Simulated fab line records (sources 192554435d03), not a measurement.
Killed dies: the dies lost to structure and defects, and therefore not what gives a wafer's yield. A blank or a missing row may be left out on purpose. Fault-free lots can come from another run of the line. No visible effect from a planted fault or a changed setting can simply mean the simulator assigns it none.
Split-lot experiment / flow n5Finfet / 21 wafers read across 7 lots, on a route 1938 steps long

## THE SPLIT ITSELF
At N5_BEOL_M1_HM_DEP_02 (deposits TiN, target thk 20 nm), the setting targetThkA was moved away from the recipe's 200 angstrom on 7 of the 21 wafers read, by -11.4% to +9.5%. The other wafers ran this setting at the recipe's value.

## FROM THE SPLIT TO THE READING: what the file shows between them, 9 steps
- N5_BEOL_M1_COAT_61: time 60 s, resist thk 60 nm (also split here: spinRpm)
- N5_BEOL_M1_COAT_62: time 60 s, resist thk 12 nm
- N5_BEOL_M1_COAT_73: time 60 s, resist thk 5 nm
- N5_BEOL_M1_STRIP_75: strips in N2/H2
- N5_BEOL_M1_STRIP_66: strips in CF4
- N5_BEOL_M1_HM_OPEN_17: chemistry Cl2/BCl3, target TiN, target depth 20 nm, overetch 6 nm
- N5_BEOL_M1_STRIP_19: strips in O2
- N5_BEOL_M1_STRIP_83: strips in C4F6/O2
- N5_BEOL_M1_STRIP_36: strips in N2/H2

## THE READING
TiN_of_BEOL_M1_HM_DEP_02.thkNm (the simulator's own value, which no gauge read), in nm, at N5_BEOL_M1_TRENCH_ETCH_37 (etches SiOC in C4F6/O2, target depth 55.207 nm, time 29 s). No usual value for it is given in the file. Across the 14 wafers here that went through the recipe, the average is 17.7 nm and the standard deviation 0.22 nm.

wafer=L074.4; tool, chamber at the split=pvdSputter-02, -; targetThkA as run, angstrom=200; against the recipe=recipe; TiN_of_BEOL_M1_HM_DEP_02.thkNm, nm=17.6; against lot-mates on the recipe=-
wafer=L074.5; tool, chamber at the split=pvdSputter-02, -; targetThkA as run, angstrom=200; against the recipe=recipe; TiN_of_BEOL_M1_HM_DEP_02.thkNm, nm=17.6; against lot-mates on the recipe=-
wafer=L074.6; tool, chamber at the split=pvdSputter-02, -; targetThkA as run, angstrom=200; against the recipe=recipe; TiN_of_BEOL_M1_HM_DEP_02.thkNm, nm=17.8; against lot-mates on the recipe=-
wafer=L075.2; tool, chamber at the split=pvdSputter-03, -; targetThkA as run, angstrom=177.2; against the recipe=-11.4%; TiN_of_BEOL_M1_HM_DEP_02.thkNm, nm=15.6; against lot-mates on the recipe=-2.3
wafer=L075.3; tool, chamber at the split=pvdSputter-03, -; targetThkA as run, angstrom=200; against the recipe=recipe; TiN_of_BEOL_M1_HM_DEP_02.thkNm, nm=17.8; against lot-mates on the recipe=-
wafer=L075.4; tool, chamber at the split=pvdSputter-03, -; targetThkA as run, angstrom=200; against the recipe=recipe; TiN_of_BEOL_M1_HM_DEP_02.thkNm, nm=18; against lot-mates on the recipe=-
wafer=L084.3; tool, chamber at the split=pvdSputter-01, -; targetThkA as run, angstrom=200; against the recipe=recipe; TiN_of_BEOL_M1_HM_DEP_02.thkNm, nm=18; against lot-mates on the recipe=-
wafer=L084.5; tool, chamber at the split=pvdSputter-01, -; targetThkA as run, angstrom=200; against the recipe=recipe; TiN_of_BEOL_M1_HM_DEP_02.thkNm, nm=17.8; against lot-mates on the recipe=-
wafer=L084.6; tool, chamber at the split=pvdSputter-01, -; targetThkA as run, angstrom=200; against the recipe=recipe; TiN_of_BEOL_M1_HM_DEP_02.thkNm, nm=17.8; against lot-mates on the recipe=-
wafer=L088.1; tool, chamber at the split=pvdSputter-03, -; targetThkA as run, angstrom=200; against the recipe=recipe; TiN_of_BEOL_M1_HM_DEP_02.thkNm, nm=17.6; against lot-mates on the recipe=-
wafer=L088.3; tool, chamber at the split=pvdSputter-03, -; targetThkA as run, angstrom=200; against the recipe=recipe; TiN_of_BEOL_M1_HM_DEP_02.thkNm, nm=17.6; against lot-mates on the recipe=-
wafer=L088.5; tool, chamber at the split=pvdSputter-03, -; targetThkA as run, angstrom=200; against the recipe=recipe; TiN_of_BEOL_M1_HM_DEP_02.thkNm, nm=17.4; against lot-mates on the recipe=-
wafer=L091.1; tool, chamber at the split=pvdSputter-02, -; targetThkA as run, angstrom=200; against the recipe=recipe; TiN_of_BEOL_M1_HM_DEP_02.thkNm, nm=17.4; against lot-mates on the recipe=-
wafer=L091.2; tool, chamber at the split=pvdSputter-02, -; targetThkA as run, angstrom=185.5; against the recipe=-7.3%; TiN_of_BEOL_M1_HM_DEP_02.thkNm, nm=15.6; against lot-mates on the recipe=-1.8
wafer=L091.5; tool, chamber at the split=pvdSputter-02, -; targetThkA as run, angstrom=185.5; against the recipe=-7.3%; TiN_of_BEOL_M1_HM_DEP_02.thkNm, nm=16.2; against lot-mates on the recipe=-1.2
wafer=L093.1; tool, chamber at the split=pvdSputter-01, -; targetThkA as run, angstrom=200; against the recipe=recipe; TiN_of_BEOL_M1_HM_DEP_02.thkNm, nm=17.8; against lot-mates on the recipe=-
wafer=L093.2; tool, chamber at the split=pvdSputter-01, -; targetThkA as run, angstrom=218.9; against the recipe=+9.5%; TiN_of_BEOL_M1_HM_DEP_02.thkNm, nm=19.4; against lot-mates on the recipe=+1.6
wafer=L093.5; tool, chamber at the split=pvdSputter-01, -; targetThkA as run, angstrom=218.9; against the recipe=+9.5%; TiN_of_BEOL_M1_HM_DEP_02.thkNm, nm=19.6; against lot-mates on the recipe=+1.8
wafer=L097.4; tool, chamber at the split=pvdSputter-02, -; targetThkA as run, angstrom=184.3; against the recipe=-7.8%; TiN_of_BEOL_M1_HM_DEP_02.thkNm, nm=16.2; against lot-mates on the recipe=-1.0
wafer=L097.5; tool, chamber at the split=pvdSputter-02, -; targetThkA as run, angstrom=200; against the recipe=recipe; TiN_of_BEOL_M1_HM_DEP_02.thkNm, nm=17.2; against lot-mates on the recipe=-
wafer=L097.6; tool, chamber at the split=pvdSputter-02, -; targetThkA as run, angstrom=184.3; against the recipe=-7.8%; TiN_of_BEOL_M1_HM_DEP_02.thkNm, nm=16.4; against lot-mates on the recipe=-0.8

FIT RESULTS
A straight line over all 21 wafers: TiN_of_BEOL_M1_HM_DEP_02.thkNm changes by +0.196 nm for each +1% of targetThkA; r = +0.97; the points scatter about the line by 0.25 nm.
The same after taking each lot's own level away (the mean of its wafers on the recipe; 21 wafers): +0.176 nm for each +1%; r = +0.97; scatter 0.23 nm.
The reading moves by 2 nm for the largest change in targetThkA, on that fit.
Across the lots, their own levels run from 17.20 to 17.90 nm, a range of 3.2 times the standard deviation given above.
Hence the slope depends on the lot-to-lot level, as the two fits are not the same.
Check: with one of the wafers moved furthest among these (-11.4%) left out of the fit, the line predicts -1.89 nm for it against its lot-mates. Against them it came out at -2.3 nm.

## FURTHER SPLITS ON THESE WAFERS
These wafers also went through other splits before the reading. Each is held against what the fit with the lots' levels taken away leaves over:
other split on the same wafers=N5_MOL_CONTACT_COAG_ETCHBACK_135 timeS; wafers away from the commonest value=6; r with TiN_of_BEOL_M1_HM_DEP_02.thkNm (lot level and that fit taken away)=+0.17
other split on the same wafers=N5_MOL_CONTACT_COAG_ETCH_47 overEtchFrac; wafers away from the commonest value=12; r with TiN_of_BEOL_M1_HM_DEP_02.thkNm (lot level and that fit taken away)=+0.38
other split on the same wafers=N5_BEOL_M0_SAQP_SPACER1_ALD_98 tempC; wafers away from the commonest value=7; r with TiN_of_BEOL_M1_HM_DEP_02.thkNm (lot level and that fit taken away)=+0.50
other split on the same wafers=N5_BEOL_M0_SAQP_EXPOSE_37 doseMj; wafers away from the commonest value=9; r with TiN_of_BEOL_M1_HM_DEP_02.thkNm (lot level and that fit taken away)=+0.09
other split on the same wafers=N5_BEOL_M0_SAQP_DESCUM_45 timeS; wafers away from the commonest value=6; r with TiN_of_BEOL_M1_HM_DEP_02.thkNm (lot level and that fit taken away)=+0.08
other split on the same wafers=N5_BEOL_M1_COAT_61 spinRpm; wafers away from the commonest value=2; r with TiN_of_BEOL_M1_HM_DEP_02.thkNm (lot level and that fit taken away)=-0.27

## THE WHOLE CHAIN: every reading that the file lists as answering this split, in the file's order
step=N5_BEOL_M1_HM_DEP_02; what it does=deposits TiN, target thk 20 nm; reading=TiN_of_BEOL_M1_HM_DEP_02.thkNm (the simulator's own value, which no gauge read); change (the file's fit)=+0.171 nm for each +1% of the setting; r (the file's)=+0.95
step=N5_BEOL_M1_HM_OPEN_17; what it does=chemistry Cl2/BCl3, target TiN, target depth 20 nm, overetch 6 nm; reading=etch.depthNm (the simulator's own value, which no gauge read); change (the file's fit)=+0.173 nm for each +1% of the setting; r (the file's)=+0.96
step=N5_BEOL_M1_TRENCH_ETCH_37; what it does=etches SiOC in C4F6/O2, target depth 55.207 nm, time 29 s; reading=TiN_of_BEOL_M1_HM_DEP_02.thkNm (the simulator's own value, which no gauge read); change (the file's fit)=+0.181 nm for each +1% of the setting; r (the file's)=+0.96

## THE FILE'S OWN FIT
TiN_of_BEOL_M1_HM_DEP_02.thkNm changes by +0.181 nm for each +1% of targetThkA, r = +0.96.
